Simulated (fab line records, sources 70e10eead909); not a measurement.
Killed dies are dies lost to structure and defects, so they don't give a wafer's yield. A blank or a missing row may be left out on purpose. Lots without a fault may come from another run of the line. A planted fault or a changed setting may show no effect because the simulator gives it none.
fab line records | flow nand_harc
record lots=12 wafers=36 last_day=34
route steps=1302 shown P_GATE@187 P_CONTACT@217 END@1302
lots that met no fault: from a run of the same line without faults
start_h: hours from the record's first day to the start of the lot's first wafer shown | wait_h: hours since the lot's step before | " the same as in the row above | L1.1+2: a row that stands for several wafers | - no value, or no start given | * or withheld: withheld | < > ~ a bound
route shown NAME@n: a module of which the file shows steps, and the number in the route of the first | usual: mean/standard deviation of fault-free wafers | same: alike in all rows | chamber/n: place in a boat | sites: the reading at each site | _std_site: their standard deviation | _edge_site: outer sites' mean less inner sites' | radius_mm: how far each site lies from the wafer's centre | mask NAME#n: copy n | behind: the tool/chamber that last shaped the wafer | hold: why the lot was held/for how many hours/how that ended | device: the transistor (n, p or np) that didn't switch | end of line: the same wafers' tests at the end of the route | a step without rows: its recipe alone | killed: dies lost to structure and defects at the first sort, not the wafer's yield | map: a wafer's dies, x killed, . not, _ none there
set.NAME: the setting as run; set.NAME@STEP: as run at that earlier step | model.NAME: the simulator's own value behind a step, which no gauge read
steps of the route over a sample of lots; a table a step, a row a wafer
services: from which hour (start_h, from the record's first day; less than 0 if before it) a tool's chamber was out of use, for how many hours, and why
## steps
# step NHARC_P_GATE_DESCUM_61
# recipe time_s=3 o2_flow_sccm=200 ar_flow_sccm=0 bias_power_w=0 chemistry=O2
# usual drypump_motor_current_A=5.7/0.52 oes_product_au=1.000/0.013 rf_vpp_V=57.9/0.88 showerhead_plenum_p_Torr=1.94/0.1 throttle_valve_pct=11.310/0.0095
# same bias_power_w=0
# columns lot.wafer tool chamber start_h wait_h drypump_motor_current_A oes_product_au rf_hours_counter_h rf_vpp_V showerhead_plenum_p_Torr throttle_valve_pct
L454.1 rie_diel-10 1 110.76 - 5.7 1.002 2.1 58.3 1.78 11.299
L454.2 " 3 " " 5.8 0.998 2.5 56.8 1.91 11.316
L454.6 " 1 " " 5.7 0.996 - 58.9 1.78 11.313
L455.2 rie_diel-10 1 125.71 - 5.7 0.993 4.1 57.0 1.78 11.320
L455.1 " 0 " " 5.6 1.002 3.6 58.7 2.02 11.298
L455.6 " 0 " " 5.6 1.000 - 59.1 2.02 11.325
L457.2 rie_diel-09 0 142.58 - 5.8 1.003 5.7 58.2 2.02 11.308
L457.1 " 2 " " 6.7 0.990 5.0 58.6 1.87 11.309
L457.4 " 3 " " 5.3 1.013 5.9 57.1 2.02 11.302
L459.2 rie_diel-09 2 158.77 - 6.7 0.999 0.1 56.7 1.87 11.304
L459.3 " 3 " " 5.3 0.983 0.1 59.2 2.02 11.313
L459.4 " 0 " " 5.9 1.016 0.1 60.4 2.02 11.308
L460.4 rie_diel-09 2 170.31 - 6.7 0.985 0.7 56.9 1.87 11.309
L460.2 " 0 " " 5.9 1.011 0.8 58.9 2.02 11.291
L460.6 " 2 " " 6.6 0.991 - 58.0 1.87 11.309
L461.1 rie_diel-10 2 179.04 - 4.9 1.010 6.0 57.4 1.82 11.292
L461.5 " 3 " " 5.8 1.000 - 58.0 1.91 11.305
L461.6 " 0 " " 5.6 1.005 - 57.9 2.02 11.306
L463.1 rie_diel-09 0 196.08 - 5.9 1.019 1.9 57.3 2.02 11.299
L463.3 " 1 " " 5.2 1.005 1.6 58.7 2.06 11.314
L463.5 " 1 " " 5.2 1.000 - 58.2 2.06 11.292
L471.4 rie_diel-09 1 283.35 - 5.2 0.987 8.0 58.6 2.06 11.330
L471.5 " 2 " " 6.6 0.988 - 57.2 1.87 11.308
L471.6 " 3 " " 5.3 0.960 - 58.4 2.02 11.319
L473.2 rie_diel-10 1 297.49 - 5.7 1.020 1.0 57.4 1.78 11.309
L473.6 " 1 " " 5.7 1.030 - 58.3 1.78 11.310
L473.5 " 2 " " 4.8 0.992 - 57.1 1.82 11.317
L475.1 rie_diel-10 1 327.89 - 5.7 1.020 1.6 56.0 1.78 11.314
L475.4 " 0 " " 5.6 1.009 1.7 57.9 2.02 11.318
L475.6 " 2 " " 4.9 0.991 - 56.6 1.82 11.314
L476.1 rie_diel-10 3 331.45 - 5.8 0.995 1.8 58.8 1.90 11.309
L476.4 " 0 " " 5.6 1.014 1.9 58.0 2.02 11.306
L476.6 " 2 " " 4.8 0.998 - 57.9 1.82 11.312
L477.3 rie_diel-10 1 338.20 - 5.7 1.021 2.3 58.8 1.78 11.338
L477.4 " 2 " " 4.9 1.001 2.7 56.2 1.82 11.287
L477.2 " 3 " " 5.8 0.995 2.8 57.5 1.90 11.308
# step NHARC_P_GATE_RTA_82
# recipe temp_c=450 time_s=30
# usual lamp_power_pct=4.18/0.13 lamp_zone_3_pct=4.18/0.14 wafer_temp_C_max=452.3/0.5
# columns lot.wafer tool chamber start_h wait_h lamp_power_pct lamp_zone_3_pct wafer_temp_C_max
L454.1 rtp_anneal-02 0 115.04 - 4.42 4.42 452.3
L454.2 " 0 " " 4.41 4.41 452.5
L454.6 " 0 " " 4.42 4.41 453.2
L455.1 rtp_anneal-01 0 130.18 - 4.10 4.11 451.9
L455.2 " 0 " " 4.10 4.11 452.1
L455.6 " 0 " " 4.10 4.10 451.1
L457.1 rtp_anneal-01 0 146.98 - 4.10 4.11 452.5
L457.2 " 0 " " 4.11 4.11 452.7
L457.4 " 0 " " 4.10 4.10 452.2
L459.2 rtp_anneal-01 0 163.28 - 4.11 4.11 452.2
L459.3 " 0 " " 4.10 4.10 451.2
L459.4 " 0 " " 4.11 4.10 452.4
L460.2 rtp_anneal-01 0 175.09 - 4.10 4.10 452.4
L460.4 " 0 " " 4.11 4.10 451.8
L460.6 " 0 " " 4.10 4.11 452.1
L461.1 rtp_anneal-01 0 183.32 - 4.10 4.10 452.0
L461.5 " 0 " " 4.11 4.10 452.2
L461.6 " 0 " " 4.11 4.11 451.4
L463.1 rtp_anneal-01 0 200.65 - 4.11 4.11 452.0
L463.3 " 0 " " 4.10 4.10 452.6
L463.5 " 0 " " 4.10 4.10 452.0
L471.4 rtp_anneal-02 0 287.81 - 4.41 4.42 452.7
L471.5 " 0 " " 4.41 4.42 452.8
L471.6 " 0 " " 4.42 4.41 453.2
L473.2 rtp_anneal-01 0 301.91 - 4.10 4.10 452.0
L473.5 " 0 " " 4.10 4.11 452.8
L473.6 " 0 " " 4.10 4.10 452.1
L475.1 rtp_anneal-01 0 332.66 - 4.11 4.11 452.1
L475.4 " 0 " " 4.10 4.11 451.7
L475.6 " 0 " " 4.10 4.10 452.0
L476.1 rtp_anneal-01 0 336.06 - 4.11 4.10 451.6
L476.4 " 0 " " 4.11 4.11 452.3
L476.6 " 0 " " 4.11 4.10 452.3
L477.2 rtp_anneal-01 0 342.70 - 4.10 4.10 452.1
L477.3 " 0 " " 4.10 4.11 451.8
L477.4 " 0 " " 4.10 4.11 452.1
# step NHARC_P_CONTACT_DEP_30
# recipe target_thk_a=300 temp_c=400 target_thk_nm=30 flow_sccm=200 rf_w=450 material=SiNx
# usual heater_power_w=692/95 susceptor_temp_C=399.97/0.2
# columns lot.wafer tool chamber start_h wait_h heater_power_w susceptor_temp_C
L454.1 pecvd-03 2 115.35 0.1 559 399.58
L454.2 " 0 " " 706 399.84
L454.6 " 2 " " 554 399.93
L455.2 pecvd-03 1 130.44 0.1 683 400.03
L455.1 " 2 " " 557 399.62
L455.6 " 0 " " 750 399.78
L457.2 pecvd-02 0 147.54 0.4 891 399.79
L457.1 " 1 " " 731 399.87
L457.4 " 1 " " 748 400.26
L459.3 pecvd-01 2 163.54 0.1 763 399.95
L459.2 " 0 " " 740 399.95
L459.4 " 1 " " 755 399.92
L460.2 pecvd-01 2 175.36 0.1 819 399.68
L460.6 " 1 " " 755 400.04
L460.4 " 0 " " 618 399.98
L461.1 pecvd-01 2 183.58 0.1 688 400.02
L461.6 " 0 " " 654 399.79
L461.5 " 1 " " 758 400.23
L463.3 pecvd-02 0 200.95 0.1 802 399.77
L463.1 " 1 " " 748 400.00
L463.5 " 0 " " 791 399.87
L471.4 pecvd-02 2 288.37 0.4 720 399.75
L471.6 " 1 " " 581 400.14
L471.5 " 2 " " 704 399.58
L473.2 pecvd-01 0 302.15 0.1 684 400.01
L473.6 " 1 " " 763 400.13
L473.5 " 2 " " 734 400.04
L475.1 pecvd-01 2 333.00 0.1 769 399.88
L475.6 " 1 " " 649 399.61
L475.4 " 2 " " 782 399.61
L476.1 pecvd-02 1 336.36 0.1 594 399.89
L476.4 " 1 " " 572 400.20
L476.6 " 2 " " 730 400.04
L477.3 pecvd-02 0 342.94 0.1 926 400.08
L477.2 " 2 " " 636 399.89
L477.4 " 1 " " 594 399.96
# step NHARC_P_CONTACT_SOFTBAKE_07
# recipe temp_c=105 time_s=55
# usual heater_power_total_W=188.45/0.14 resist_line_temp_C=23.01/0.11
# columns lot.wafer tool chamber start_h wait_h heater_power_total_W resist_line_temp_C
L454.1 litho_track-01 0 116 - 188.34 22.97
L454.2 " 0 " " 188.33 23.05
L454.6 " 0 " " 188.80 23.20
L455.1 litho_track-04 0 131 - 188.66 22.98
L455.2 " 0 " " 188.31 22.91
L455.6 " 0 " " 188.53 23.06
L457.1 litho_track-01 0 148 - 188.44 22.79
L457.2 " 0 " " 188.43 22.93
L457.4 " 0 " " 188.58 22.87
L459.2 litho_track-04 0 164 - 188.64 23.13
L459.3 " 0 " " 188.39 23.05
L459.4 " 0 " " 188.46 23.00
L460.2 litho_track-04 0 176 - 188.36 22.88
L460.4 " 0 " " 188.51 22.91
L460.6 " 0 " " 188.32 22.82
L461.1 litho_track-01 0 184 - 188.51 22.91
L461.5 " 0 " " 188.45 22.96
L461.6 " 0 " " 188.40 23.02
L463.1 litho_track-04 0 202 - 188.43 22.94
L463.3 " 0 " " 188.38 22.99
L463.5 " 0 " " 188.51 22.98
L471.4 litho_track-01 0 289 - 323.02 23.12
L471.5 " 0 " " 323.10 22.96
L471.6 " 0 " " 323.49 22.90
L473.2 litho_track-01 0 303 - 323.62 23.13
L473.5 " 0 " " 323.12 23.13
L473.6 " 0 " " 323.17 23.02
L475.1 litho_track-04 0 334 - 188.51 22.89
L475.4 " 0 " " 188.28 23.00
L475.6 " 0 " " 188.41 22.95
L476.1 litho_track-06 0 337 - 188.32 22.94
L476.4 " 0 " " 188.61 22.94
L476.6 " 0 " " 188.46 22.96
L477.2 litho_track-06 0 344 - 188.33 23.13
L477.3 " 0 " " 188.38 23.01
L477.4 " 0 " " 188.47 23.08
# step NHARC_END_SORT_01
# recipe temp_c=25
# usual killed_at_array=63/27 killed_at_other=0.7/1.2 killed_at_periphery=3.1/2 killed_dies=67/28 killed_open=3.0/1.9 killed_short=2.2/1.5
# same gross_dies=677
# columns lot.wafer tool chamber start_h wait_h killed_at_array killed_at_other killed_at_periphery killed_dies killed_open killed_short
L461.1 prober-01 0 623.19 2.5 100 0 6 106 6 4
L461.5 prober-01 0 626.34 3.7 117 0 1 118 5 0
L461.6 prober-01 0 627.13 3.9 118 3 3 124 6 6
L471.4 prober-02 0 752.17 3.4 46 0 4 50 6 1
L471.5 prober-02 0 752.97 3.7 49 0 4 53 1 4
L471.6 prober-02 0 753.77 4.0 50 0 5 55 2 5
# killed by level:class
L461.1 A_SLIT:chamber_film_flake=35 A_CHANNEL_HOLE_D2:chamber_film_flake=25 A_CHANNEL_HOLE_D1:chamber_film_flake=15 A_CONTACT:chamber_film_flake=7 A_STAIRCASE:chamber_film_flake=5 A_ONON_D2:geometric_particle:short=3 P_BONDPAD:chamber_film_flake=3 A_WL_FILL:chamber_film_flake=3
L461.5 A_SLIT:chamber_film_flake=34 A_CHANNEL_HOLE_D2:chamber_film_flake=33 A_CHANNEL_HOLE_D1:chamber_film_flake=32 A_WL_FILL:chamber_film_flake=5 A_CONTACT:chamber_film_flake=5 A_STAIRCASE:chamber_film_flake=3 A_SOURCE_PLATE:geometric_particle:open=1 A_DECK1_JOINT:geometric_particle:open=1
L461.6 A_CHANNEL_HOLE_D2:chamber_film_flake=35 A_SLIT:chamber_film_flake=29 A_CHANNEL_HOLE_D1:chamber_film_flake=28 A_CONTACT:chamber_film_flake=10 A_ONON_D2:geometric_particle:short=3 THIN_TSV:chamber_film_flake=3 A_M0:geometric_particle:open=2 A_STAIRCASE:chamber_film_flake=2
L471.4 A_SLIT:chamber_film_flake=22 A_SGD_CUT:chamber_film_flake=10 A_CHANNEL_HOLE_D1:chamber_film_flake=8 P_M0:geometric_particle:open=2 P_CONTACT:geometric_particle:open=1 P_M0:geometric_particle:short=1 A_ONON_D1:geometric_particle:open=1 A_BLC:geometric_particle:open=1
L471.5 A_SLIT:chamber_film_flake=29 A_CHANNEL_HOLE_D1:chamber_film_flake=10 A_SGD_CUT:chamber_film_flake=6 P_STI:chamber_film_flake=2 P_M0:geometric_particle:short=1 P_M2:geometric_particle:short=1 A_DECK1_JOINT:geometric_particle:short=1 A_DECK1_JOINT:geometric_particle:open=1
L471.6 A_SLIT:chamber_film_flake=31 A_CHANNEL_HOLE_D1:chamber_film_flake=9 A_SGD_CUT:chamber_film_flake=3 P_M0:geometric_particle:short=2 P_STI:chamber_film_flake=2 P_M0:geometric_particle:open=1 A_CHANNEL_FILL_D1:geometric_particle:short=1 A_ONON_D2:geometric_particle:open=1
## services
# columns tool chamber start_h hours kind
rie_diel-10 0 99.00 - clean
rie_diel-10 1 99.00 - clean
rie_diel-09 0 116.93 11.8 repair
rie_diel-09 1 118.70 6.0 repair
rie_diel-10 2 119.71 7.3 repair
pecvd-01 - 130.34 13.0 pm
rie_diel-09 - 143.10 9.0 pm
litho_track-01 - 155.00 7.0 pm
litho_track-06 - 179.00 7.0 pm
pecvd-03 - 185.39 13.0 pm
litho_track-04 - 203.00 7.0 pm
pecvd-01 2 210.51 18.0 repair
pecvd-02 0 220.34 3.9 repair
pecvd-02 - 227.26 13.0 pm
rie_diel-10 - 242.50 9.0 pm
pecvd-03 - 247.44 0.7 repair
pecvd-02 1 249.73 14.4 repair
pecvd-02 0 280.37 8.9 repair
rie_diel-10 1 310.12 2.7 repair
pecvd-01 - 311.38 13.0 pm
rie_diel-09 - 320.10 9.0 pm
litho_track-01 - 330.00 7.0 pm
pecvd-01 2 338.24 2.3 repair
rie_diel-09 1 338.97 12.4 repair
## key
first_sign step=NHARC_P_CONTACT_SOFTBAKE_07 reading=heater_power_total_W direction=up sigmas=99+ usual=* struck=*
effect none on later readings
met_at NHARC_P_CONTACT_SOFTBAKE_07
struck_lots L471,L473
tester_left_out L471,L473
not_acting_at NHARC_P_GATE_DESCUM_61,NHARC_P_GATE_RTA_82,NHARC_P_CONTACT_DEP_30
onset_between 184 289
fault kind=process_parameter_drift tool=litho_track-01 chamber=- onset_h=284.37 steps=NHARC_P_CONTACT_SOFTBAKE_07 channel=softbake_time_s offset=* shape=step end_h=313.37 acts_in=* stated=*
# tester_left_out: of these lots the tester's yield and bins aren't shown, on N5 and GAA mostly nor the transistor test; their killed dies are dies lost to structure and defects alone, not to doping, threshold or leakage, so they don't give the yield
